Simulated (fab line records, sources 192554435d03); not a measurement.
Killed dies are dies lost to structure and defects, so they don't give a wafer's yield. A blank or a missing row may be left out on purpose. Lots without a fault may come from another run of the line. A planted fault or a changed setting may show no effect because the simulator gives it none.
fab line records | flow n5_finfet
record lots=24 wafers=72 last_day=18
route steps=1938 shown MOL_CONTACT_COAG@546 BEOL_M0_SAQP@636
lots that met no fault: from a run of the same line without faults
start_h: hours from the record's first day to the start of the lot's first wafer shown | wait_h: hours since the lot's step before | " the same as in the row above | L1.1+2: a row that stands for several wafers | - no value, or no start given | * or withheld: withheld | < > ~ a bound
route shown NAME@n: a module of which the file shows steps, and the number in the route of the first | usual: mean/standard deviation of fault-free wafers | same: alike in all rows | chamber/n: place in a boat | sites: the reading at each site | _std_site: their standard deviation | _edge_site: outer sites' mean less inner sites' | radius_mm: how far each site lies from the wafer's centre | mask NAME#n: copy n | behind: the tool/chamber that last shaped the wafer | hold: why the lot was held/for how many hours/how that ended | device: the transistor (n, p or np) that didn't switch | end of line: the same wafers' tests at the end of the route | a step without rows: its recipe alone | killed: dies lost to structure and defects at the first sort, not the wafer's yield | map: a wafer's dies, x killed, . not, _ none there
set.NAME: the setting as run; set.NAME@STEP: as run at that earlier step | model.NAME: the simulator's own value behind a step, which no gauge read
steps of the route over a sample of lots; a table a step, a row a wafer
services: from which hour (start_h, from the record's first day; less than 0 if before it) a tool's chamber was out of use, for how many hours, and why
## steps
# step N5_MOL_CONTACT_COAG_PRE_CLEAN_141
# recipe gas=H2/He time_s=60 temp_c=300
# usual heater_power_w=457/45
# columns lot.wafer tool chamber start_h wait_h heater_power_w
L074.3 pvd_sputter-01 - 97.65 0.1 441
L074.5 " - " " 441
L074.6 " - " " 434
L075.2 pvd_sputter-03 - 101.36 0.4 495
L075.5 " - " " 491
L075.6 " - " " 488
L076.1 pvd_sputter-03 - 106.92 0.7 483
L076.4 " - " " 427
L076.6 " - " " 479
L077.2 pvd_sputter-01 - 114.29 0.6 334
L077.3 " - " " 446
L077.4 " - " " 442
L078.3 pvd_sputter-01 - 119.16 0.6 336
L078.4 " - " " 432
L078.6 " - " " 426
L079.1 pvd_sputter-01 - 122.12 1.6 431
L079.4 " - " " 432
L079.6 " - " " 457
L080.1 pvd_sputter-03 - 126.99 0.8 489
L080.2 " - " " 483
L080.3 " - " " 425
L081.2 pvd_sputter-01 - 135.59 0.7 447
L081.4 " - " " 458
L081.6 " - " " 334
L082.2 pvd_sputter-03 - 141.46 0.2 476
L082.3 " - " " 479
L082.6 " - " " 437
L083.1 pvd_sputter-03 - 149.24 1.2 435
L083.3 " - " " 481
L083.6 " - " " 475
L084.1 pvd_sputter-01 - 150.33 0.4 453
L084.2 " - " " 345
L084.5 " - " " 434
L085.4 pvd_sputter-03 - 164.99 0.8 420
L085.5 " - " " 490
L085.6 " - " " 428
L086.2 pvd_sputter-03 - 168.99 0.8 484
L086.4 " - " " 490
L086.6 " - " " 477
L087.1 pvd_sputter-02 - 173.63 1.5 506
L087.2 " - " " 471
L087.3 " - " " 475
L088.1 pvd_sputter-01 - 176.25 0.7 442
L088.2 " - " " 431
L088.3 " - " " 449
L089.1 pvd_sputter-03 - 180.50 1.1 479
L089.3 " - " " 427
L089.4 " - " " 484
L090.2 pvd_sputter-02 - 186.81 0.9 465
L090.3 " - " " 471
L090.5 " - " " 473
L091.3 pvd_sputter-01 - 191.96 0.5 440
L091.4 " - " " 452
L091.6 " - " " 430
L092.2 pvd_sputter-01 - 203.61 0.9 420
L092.4 " - " " 435
L092.6 " - " " 439
L093.1 pvd_sputter-02 - 207.16 0.2 524
L093.4 " - " " 536
L093.6 " - " " 519
L094.1 pvd_sputter-02 - 212.76 0.8 473
L094.2 " - " " 507
L094.3 " - " " 462
L095.3 pvd_sputter-03 - 224.49 0.6 485
L095.5 " - " " 483
L095.6 " - " " 483
L096.2 pvd_sputter-02 - 227.23 0.4 536
L096.3 " - " " 527
L096.5 " - " " 519
L097.2 pvd_sputter-03 - 228.11 0.5 489
L097.4 " - " " 502
L097.5 " - " " 482
# step N5_MOL_CONTACT_COAG_INSPECT_57
# recipe mode=adi inspect_instrument=brightfield
# usual raw_defect_count=209/51
# columns lot.wafer tool chamber start_h wait_h raw_defect_count
L074.3 defect_inspect-02 - 104.82 0.0 302
L074.5 " - " " 197
L074.6 " - " " 232
L075.2 defect_inspect-02 - 108.52 0.0 242
L075.5 " - " " 267
L075.6 " - " " 208
L076.1 defect_inspect-01 - 113.17 0.1 190
L076.4 " - " " 226
L076.6 " - " " 265
L077.2 defect_inspect-01 - 122.04 0.0 192
L077.3 " - " " 146
L077.4 " - " " 259
L078.3 defect_inspect-02 - 126.49 0.0 296
L078.4 " - " " 185
L078.6 " - " " 306
L079.1 defect_inspect-01 - 130.49 0.1 179
L079.4 " - " " 198
L079.6 " - " " 178
L080.1 defect_inspect-02 - 133.34 0.1 147
L080.2 " - " " 153
L080.3 " - " " 102
L081.2 defect_inspect-02 - 141.89 0.0 223
L081.4 " - " " 177
L081.6 " - " " 237
L082.2 defect_inspect-01 - 148.74 0.0 241
L082.3 " - " " 205
L082.6 " - " " 158
L083.1 defect_inspect-01 - 156.96 0.1 220
L083.3 " - " " 293
L083.6 " - " " 257
L084.1 defect_inspect-01 - 157.50 0.1 159
L084.2 " - " " 198
L084.5 " - " " 193
L085.4 defect_inspect-02 - 172.37 0.0 345
L085.5 " - " " 271
L085.6 " - " " 280
L086.2 defect_inspect-01 - 175.12 0.0 274
L086.4 " - " " 261
L086.6 " - " " 273
L087.1 defect_inspect-01 - 179.98 0.1 204
L087.2 " - " " 219
L087.3 " - " " 218
L088.1 defect_inspect-02 - 185.63 0.1 196
L088.2 " - " " 167
L088.3 " - " " 181
L089.1 defect_inspect-02 - 188.36 0.1 150
L089.3 " - " " 185
L089.4 " - " " 265
L090.2 defect_inspect-02 - 195.07 0.0 169
L090.3 " - " " 184
L090.5 " - " " 179
L091.3 defect_inspect-02 - 198.19 0.0 193
L091.4 " - " " 273
L091.6 " - " " 255
L092.2 defect_inspect-01 - 212.00 0.1 188
L092.4 " - " " 152
L092.6 " - " " 189
L093.1 defect_inspect-02 - 214.62 0.1 209
L093.4 " - " " 187
L093.6 " - " " 262
L094.1 defect_inspect-01 - 219.25 0.1 201
L094.2 " - " " 220
L094.3 " - " " 249
L095.3 defect_inspect-01 - 231.89 0.0 134
L095.5 " - " " 215
L095.6 " - " " 173
L096.2 defect_inspect-01 - 234.95 0.0 178
L096.3 " - " " 256
L096.5 " - " " 170
L097.2 defect_inspect-01 - 235.44 0.0 179
L097.4 " - " " 169
L097.5 " - " " 205
# step N5_BEOL_M0_SAQP_PECVD_96
# recipe material=a-Si target_thk_a=450 temp_c=350 precursor=SiH4/He pressure_torr=3 rf_w=100 time_s=45.2
# usual heater_power_w=665/93 showerhead_plenum_p_Torr=5.686/0.028 throttle_valve_pct=18.0/1
# columns lot.wafer tool chamber start_h wait_h heater_power_w showerhead_plenum_p_Torr since_wet_clean_h throttle_valve_pct
L074.3 pecvd-02 0 113.70 0.0 733 5.670 246 17.5
L074.5 " 1 " " 460 5.718 - 17.3
L074.6 " 0 " " 736 5.691 - 17.3
L075.2 pecvd-04 1 117.61 0.0 734 5.633 1909 19.1
L075.5 " 0 " " 693 5.705 - 19.9
L075.6 " 1 " " 732 5.631 - 19.1
L076.1 pecvd-02 1 120.05 0.0 467 5.708 1549 17.3
L076.4 " 1 " " 463 5.702 - 17.4
L076.6 " 2 " " 705 5.679 - 16.4
L077.2 pecvd-04 1 129.58 0.0 763 5.635 1921 19.1
L077.3 " 2 " " 626 5.696 442 18.1
L077.4 " 2 " " 614 5.701 - 18.2
L078.3 pecvd-01 1 134.94 0.0 685 5.710 1745 18.8
L078.4 " 0 " " 800 5.652 - 17.6
L078.6 " 1 " " 669 5.684 - 19.0
L079.1 pecvd-01 2 137.96 0.0 525 5.691 269 17.2
L079.4 " 1 " " 699 5.707 - 18.9
L079.6 " 0 " " 844 5.655 - 17.3
L080.1 pecvd-04 2 141.26 0.0 662 5.701 454 17.9
L080.2 " 0 " " 659 5.701 1208 19.8
L080.3 " 1 " " 753 5.650 1933 18.9
L081.2 pecvd-04 2 149.89 0.0 642 5.715 462 18.1
L081.4 " 1 " " 722 5.632 - 18.8
L081.6 " 0 " " 595 5.714 - 20.1
L082.2 pecvd-01 0 157.21 0.0 824 5.660 1042 17.9
L082.3 " 1 " " 734 5.713 1767 19.0
L082.6 " 0 " " 834 5.662 - 17.3
L083.1 pecvd-02 2 164.25 0.0 678 5.674 114 16.7
L083.3 " 0 " " 727 5.680 296 17.6
L083.6 " 2 " " 659 5.658 - 16.7
L084.1 pecvd-01 0 168.24 0.0 845 5.655 1053 17.3
L084.2 " 2 " " 535 5.691 299 16.9
L084.5 " 0 " " 884 5.648 - 17.3
L085.4 pecvd-02 2 180.20 0.0 681 5.674 - 16.4
L085.5 " 0 " " 719 5.681 - 17.4
L085.6 " 1 " " 493 5.723 - 17.1
L086.2 pecvd-01 2 185.42 0.0 624 5.684 317 17.2
L086.4 " 2 " " 635 5.685 - 17.1
L086.6 " 0 " " 810 5.654 - 17.1
L087.1 pecvd-01 1 190.90 0.0 702 5.716 1801 18.7
L087.2 " 0 " " 744 5.670 1076 17.5
L087.3 " 2 " " 542 5.692 322 17.3
L088.1 pecvd-02 1 192.97 0.0 476 5.704 1622 17.5
L088.2 " 0 " " 666 5.687 325 17.6
L088.3 " 2 " " 629 5.664 143 16.6
L089.1 pecvd-02 1 197.48 0.0 472 5.722 1626 17.3
L089.3 " 2 " " 669 5.668 147 16.8
L089.4 " 1 " " 483 5.718 - 17.1
L090.2 pecvd-02 0 202.41 0.0 725 5.676 334 17.6
L090.3 " 2 " " 719 5.680 152 16.7
L090.5 " 2 " " 716 5.666 - 16.7
L091.3 pecvd-04 2 206.93 0.0 600 5.705 519 18.2
L091.4 " 1 " " 722 5.640 - 19.0
L091.6 " 2 " " 606 5.694 - 18.0
L092.2 pecvd-01 1 221.86 0.0 686 5.714 1832 18.8
L092.4 " 1 " " 674 5.710 - 18.8
L092.6 " 2 " " 588 5.691 - 16.9
L093.1 pecvd-04 1 224.06 0.0 711 5.647 2015 18.9
L093.4 " 0 " " 630 5.726 - 19.7
L093.6 " 2 " " 623 5.694 - 18.3
L094.1 pecvd-04 2 226.01 0.0 645 5.700 538 18.2
L094.2 " 1 " " 770 5.620 2017 19.0
L094.3 " 0 " " 644 5.716 1292 19.9
L095.3 pecvd-04 2 239.71 0.0 653 5.711 552 18.6
L095.5 " 0 " " 625 5.716 - 20.0
L095.6 " 2 " " 646 5.690 - 18.3
L096.2 pecvd-01 2 245.90 0.0 615 5.700 377 17.2
L096.3 " 0 " " 755 5.654 1131 17.8
L096.5 " 2 " " 626 5.702 - 17.3
L097.2 pecvd-01 0 246.62 0.0 813 5.656 1132 17.6
L097.4 " 1 " " 659 5.737 - 18.8
L097.5 " 2 " " 581 5.692 - 17.0
# step N5_BEOL_M0_SAQP_MANDREL1_REMOVE_100
# recipe chemistry=HBr/Cl2/O2 bt_time_s=10 target=a-Si stop_on=SiNx endpoint=OES-SiCl over_etch_frac=0.85 icp_w=600 bias_w=30 HBr_flow_sccm=150 Cl2_flow_sccm=80 O2_flow_sccm=5 pressure_mtorr=10
# usual drypump_motor_current_A=5.8/0.45 oes_product_au=0.987/0.017 throttle_valve_pct=36.9/0.35
# columns lot.wafer tool chamber start_h wait_h drypump_motor_current_A oes_product_au rf_hours_counter_h throttle_valve_pct
L074.3 rie_si-04 1 115.85 0.1 5.5 0.963 86 36.5
L074.5 " 3 " " 5.6 1.002 - 36.8
L074.6 " 0 " " 5.5 0.995 - 36.9
L075.2 rie_si-06 1 120.17 0.1 6.3 1.000 45 37.4
L075.5 " 2 " " 5.2 0.997 - 36.9
L075.6 " 3 " " 6.2 0.994 - 37.3
L076.1 rie_si-06 1 122.25 0.1 6.3 1.005 45 37.5
L076.4 " 0 " " 5.9 0.961 163 36.6
L076.6 " 2 " " 5.2 1.002 - 36.9
L077.2 rie_si-06 1 131.65 0.1 6.3 0.996 46 37.5
L077.3 " 2 " " 5.2 0.995 1 36.9
L077.4 " 0 " " 5.9 0.953 163 36.6
L078.3 rie_si-06 0 137.15 0.1 5.9 0.968 163 36.6
L078.4 " 2 " " 5.2 0.996 1 36.9
L078.6 " 0 " " 5.9 0.952 - 36.6
L079.1 rie_si-04 1 140.04 0.1 5.5 0.987 87 36.5
L079.4 " 0 " " 5.6 0.987 111 36.9
L079.6 " 1 " " 5.5 0.970 - 36.5
L080.1 rie_si-01 2 144.49 0.1 5.7 0.954 69 36.5
L080.2 " 0 " " 5.0 0.988 149 36.6
L080.3 " 3 " " 5.8 0.980 35 37.1
L081.2 rie_si-04 0 151.97 0.1 5.5 0.976 111 36.9
L081.4 " 2 " " 6.5 1.005 21 37.4
L081.6 " 1 " " 5.5 0.972 - 36.5
L082.2 rie_si-06 1 159.53 0.1 6.3 1.007 46 37.5
L082.3 " 0 " " 5.9 0.961 163 36.6
L082.6 " 0 " " 5.9 0.951 - 36.6
L083.1 rie_si-04 3 166.46 0.1 5.6 0.998 145 36.8
L083.3 " 1 " " 5.5 0.976 87 36.5
L083.6 " 0 " " 5.5 0.985 - 36.9
L084.1 rie_si-04 0 170.47 0.1 5.5 0.980 111 36.9
L084.2 " 2 " " 6.5 0.999 21 37.4
L084.5 " 0 " " 5.5 0.984 - 36.9
L085.4 rie_si-06 1 183.14 0.0 6.4 0.997 46 37.5
L085.5 " 1 " " 6.3 0.986 - 37.5
L085.6 " 2 " " 5.2 1.009 - 36.9
L086.2 rie_si-06 0 187.54 0.1 5.9 0.955 164 36.6
L086.4 " 1 " " 6.3 1.003 47 37.4
L086.6 " 0 " " 5.9 0.963 - 36.6
L087.1 rie_si-04 2 193.11 0.1 6.6 1.003 22 37.4
L087.2 " 0 " " 5.5 0.977 111 36.9
L087.3 " 1 " " 5.5 0.968 88 36.5
L088.1 rie_si-06 1 195.15 0.1 6.4 1.004 47 37.5
L088.2 " 2 " " 5.2 0.999 2 36.9
L088.3 " 3 " " 6.2 1.003 158 37.3
L089.1 rie_si-06 3 199.97 0.1 6.2 1.003 158 37.3
L089.3 " 2 " " 5.2 1.005 2 36.9
L089.4 " 0 " " 5.9 0.972 164 36.6
L090.2 rie_si-01 1 204.78 0.1 5.2 0.988 11 36.4
L090.3 " 0 " " 5.0 0.986 150 36.6
L090.5 " 2 " " 5.7 0.949 - 36.5
L091.3 rie_si-04 2 210.07 0.1 6.6 0.999 22 37.4
L091.4 " 3 " " 5.6 0.991 146 36.8
L091.6 " 1 " " 5.5 0.956 - 36.5
L092.2 rie_si-06 2 224.07 0.1 5.2 1.000 2 36.9
L092.4 " 3 " " 6.2 0.984 158 37.3
L092.6 " 3 " " 6.3 1.002 - 37.3
L093.1 rie_si-06 3 226.35 0.1 6.3 0.983 158 37.3
L093.4 " 0 " " 5.9 0.965 164 36.6
L093.6 " 0 " " 5.9 0.960 - 36.6
L094.1 rie_si-04 3 228.22 0.1 5.7 0.990 146 36.8
L094.2 " 1 " " 5.5 0.969 88 36.5
L094.3 " 2 " " 6.5 1.003 22 37.4
L095.3 rie_si-01 3 242.15 0.1 5.8 0.994 37 37.1
L095.5 " 1 " " 5.2 1.000 - 36.5
L095.6 " 0 " " 5.0 0.996 - 36.6
L096.2 rie_si-06 1 248.04 0.1 6.3 0.996 48 37.5
L096.3 " 3 " " 6.2 0.991 159 37.3
L096.5 " 2 " " 5.2 1.004 - 36.9
L097.2 rie_si-04 1 248.86 0.1 5.5 0.972 89 36.5
L097.4 " 2 " " 6.5 1.007 23 37.4
L097.5 " 0 " " 5.5 0.975 - 36.9
# step N5_BEOL_M0_SAQP_RECESS_104
# recipe chemistry=HF/NH3 target=SiO2 target_depth_a=180 afs_cycles=3 temp_c=30 sublimation_temp_c=180 sublimation_time_s=60
# usual drypump_motor_current_A=5.83/0.14
# same afs_cycles=3
# columns lot.wafer tool chamber start_h wait_h drypump_motor_current_A
L074.3 vapor_etch-02 0 116.34 0.2 5.83
L074.5 " 0 " " 5.83
L074.6 " 1 " " 5.69
L075.2 vapor_etch-01 0 120.54 0.1 5.77
L075.5 " 0 " " 5.73
L075.6 " 1 " " 6.07
L076.1 vapor_etch-02 1 122.62 0.1 5.70
L076.4 " 1 " " 5.71
L076.6 " 1 " " 5.72
L077.2 vapor_etch-01 0 132.03 0.1 5.76
L077.3 " 1 " " 6.10
L077.4 " 0 " " 5.76
L078.3 vapor_etch-01 0 137.64 0.2 5.77
L078.4 " 1 " " 6.07
L078.6 " 0 " " 5.78
L079.1 vapor_etch-02 1 140.52 0.1 5.70
L079.4 " 0 " " 5.83
L079.6 " 0 " " 5.82
L080.1 vapor_etch-02 1 144.86 0.1 5.71
L080.2 " 0 " " 5.83
L080.3 " 1 " " 5.70
L081.2 vapor_etch-02 1 152.34 0.1 5.71
L081.4 " 1 " " 5.72
L081.6 " 0 " " 5.83
L082.2 vapor_etch-01 1 159.93 0.1 6.08
L082.3 " 1 " " 6.07
L082.6 " 0 " " 5.75
L083.1 vapor_etch-01 1 167.13 0.4 6.06
L083.3 " 0 " " 5.76
L083.6 " 0 " " 5.73
L084.1 vapor_etch-02 0 170.84 0.1 5.83
L084.2 " 1 " " 5.70
L084.5 " 0 " " 5.82
L085.4 vapor_etch-01 1 183.67 0.2 6.06
L085.5 " 1 " " 6.06
L085.6 " 0 " " 5.76
L086.2 vapor_etch-02 1 187.90 0.1 5.71
L086.4 " 1 " " 5.69
L086.6 " 0 " " 5.83
L087.1 vapor_etch-02 1 193.48 0.1 5.70
L087.2 " 0 " " 5.85
L087.3 " 1 " " 5.69
L088.1 vapor_etch-01 1 195.52 0.1 6.06
L088.2 " 0 " " 5.76
L088.3 " 0 " " 5.77
L089.1 vapor_etch-01 0 200.67 0.1 5.74
L089.3 " 0 " " 5.74
L089.4 " 1 " " 6.07
L090.2 vapor_etch-01 1 205.16 0.1 6.10
L090.3 " 1 " " 6.09
L090.5 " 0 " " 5.76
L091.3 vapor_etch-02 1 210.81 0.4 5.72
L091.4 " 0 " " 5.84
L091.6 " 1 " " 5.73
L092.2 vapor_etch-01 1 224.44 0.1 6.07
L092.4 " 1 " " 6.07
L092.6 " 0 " " 5.73
L093.1 vapor_etch-02 0 226.91 0.1 5.85
L093.4 " 0 " " 5.83
L093.6 " 0 " " 5.85
L094.1 vapor_etch-02 0 228.64 0.1 5.83
L094.2 " 1 " " 5.70
L094.3 " 0 " " 5.83
L095.3 vapor_etch-02 0 242.65 0.2 5.82
L095.5 " 1 " " 5.71
L095.6 " 0 " " 5.82
L096.2 vapor_etch-02 0 248.41 0.1 5.81
L096.3 " 0 " " 5.83
L096.5 " 1 " " 5.70
L097.2 vapor_etch-02 1 249.23 0.1 5.70
L097.4 " 0 " " 5.83
L097.5 " 0 " " 5.84
# step N5_BEOL_M0_SAQP_ALD_48
# recipe material=SiO2 target_thk_a=200 temp_c=100 ald_precursor_family=BDEAS ald_co_reactant=O2-plasma pulse_time_s=1 co_reactant_pulse_time_s=1 purge_time_s=2 co_reactant_purge_time_s=2 ald_cycles=139 pressure_torr=2
# usual heater_power_w=78/5.8 precursor_pulse_height_rel=1.000/0.02
# same purge_time_s=2
# columns lot.wafer tool chamber start_h wait_h heater_power_w precursor_pulse_height_rel since_wet_clean_h
L074.3 ald_sin-02 0 118.81 0.0 78 0.988 111
L074.5 " 3 " " 72 0.938 -
L074.6 " 0 " " 79 1.008 -
L075.2 ald_sin-02 2 123.02 0.0 73 0.964 115
L075.5 " 3 " " 71 1.001 -
L075.6 " 0 " " 78 1.035 -
L076.1 ald_sin-04 0 124.84 0.0 77 0.994 314
L076.4 " 3 " " 83 0.975 314
L076.6 " 2 " " 74 1.021 -
L077.2 ald_sin-04 3 134.44 0.0 84 1.025 324
L077.3 " 2 " " 70 0.977 324
L077.4 " 1 " " 76 1.021 324
L078.3 ald_sin-02 3 140.02 0.3 70 1.018 132
L078.4 " 2 " " 73 0.988 132
L078.6 " 0 " " 80 0.991 -
L079.1 ald_sin-04 1 143.08 0.1 75 0.999 332
L079.4 " 2 " " 72 1.007 332
L079.6 " 3 " " 84 1.022 -
L080.1 ald_sin-04 3 148.34 0.0 84 0.996 338
L080.2 " 2 " " 70 1.009 338
L080.3 " 1 " " 77 0.991 338
L081.2 ald_sin-03 3 155.53 0.6 87 0.973 253
L081.4 " 2 " " 83 1.024 253
L081.6 " 1 " " 68 0.960 -
L082.2 ald_sin-02 3 162.37 0.0 71 0.995 155
L082.3 " 0 " " 78 0.990 155
L082.6 " 0 " " 78 1.000 -
L083.1 ald_sin-03 2 170.65 0.0 83 0.968 269
L083.3 " 1 " " 69 0.993 269
L083.6 " 3 " " 88 1.011 -
L084.1 ald_sin-04 3 173.18 0.0 83 1.017 362
L084.2 " 2 " " 71 0.995 362
L084.5 " 3 " " 81 1.024 -
L085.4 ald_sin-02 3 187.33 0.1 70 0.972 180
L085.5 " 1 " " 83 0.959 -
L085.6 " 2 " " 72 1.008 -
L086.2 ald_sin-03 0 190.34 0.0 83 0.997 288
L086.4 " 3 " " 88 1.019 288
L086.6 " 2 " " 81 1.017 -
L087.1 ald_sin-04 3 196.06 0.0 82 1.018 5
L087.2 " 2 " " 73 1.000 5
L087.3 " 0 " " 74 1.025 5
L088.1 ald_sin-03 0 197.94 0.0 83 0.993 296
L088.2 " 1 " " 69 1.027 296
L088.3 " 3 " " 88 1.014 296
L089.1 ald_sin-02 0 204.13 0.0 79 0.962 196
L089.3 " 1 " " 84 1.016 196
L089.4 " 2 " " 72 1.002 -
L090.2 ald_sin-03 0 209.84 0.1 80 0.996 308
L090.3 " 3 " " 89 1.005 308
L090.5 " 1 " " 68 1.004 -
L091.3 ald_sin-04 1 213.06 0.0 70 0.986 22
L091.4 " 0 " " 75 1.011 22
L091.6 " 0 " " 77 1.020 -
L092.2 ald_sin-03 3 226.78 0.0 87 0.989 325
L092.4 " 0 " " 80 1.014 325
L092.6 " 3 " " 85 1.002 -
L093.1 ald_sin-02 0 229.65 0.4 79 0.997 222
L093.4 " 2 " " 73 1.006 222
L093.6 " 0 " " 80 0.993 -
L094.1 ald_sin-03 0 231.86 0.0 80 1.022 330
L094.2 " 2 " " 82 0.998 330
L094.3 " 3 " " 87 1.022 330
L095.3 ald_sin-04 2 245.10 0.0 73 1.013 54
L095.5 " 3 " " 84 1.005 -
L095.6 " 2 " " 75 0.988 -
L096.2 ald_sin-03 0 250.80 0.0 82 0.954 349
L096.3 " 3 " " 88 1.010 349
L096.5 " 0 " " 82 0.998 -
L097.2 ald_sin-02 0 251.83 0.0 79 1.010 244
L097.4 " 0 " " 78 1.017 -
L097.5 " 3 " " 70 0.981 -
## services
# columns tool chamber start_h hours kind
ald_sin-02 - 75.70 0.6 repair
ald_sin-04 - 79.54 14.6 pm
pvd_sputter-02 - 94.27 4.3 repair
rie_si-01 - 95.36 2.8 pm
ald_sin-04 - 95.57 0.2 repair
pecvd-01 0 102.08 2.1 scheduled_down
ald_sin-04 3 103.49 7.6 repair
pecvd-04 0 105.24 3.2 repair
ald_sin-02 0 109.50 4.8 repair
pecvd-01 1 126.99 2.1 scheduled_down
pecvd-01 - 127.62 5.5 pm
ald_sin-04 - 176.75 14.0 pm
ald_sin-04 0 176.75 14.0 vent_cycle
ald_sin-04 1 176.75 14.0 vent_cycle
ald_sin-04 2 176.75 14.0 vent_cycle
ald_sin-04 1 192.98 15.2 repair
rie_si-01 3 200.01 3.4 repair
ald_sin-04 - 202.80 6.1 pm
ald_sin-02 3 203.22 5.7 repair
vapor_etch-02 - 224.06 1.6 repair
pecvd-01 - 238.21 2.8 pm
pecvd-02 - 240.84 1.9 repair
pecvd-01 - 243.67 0.6 repair
ald_sin-02 1 250.26 4.3 repair
## key
fault none
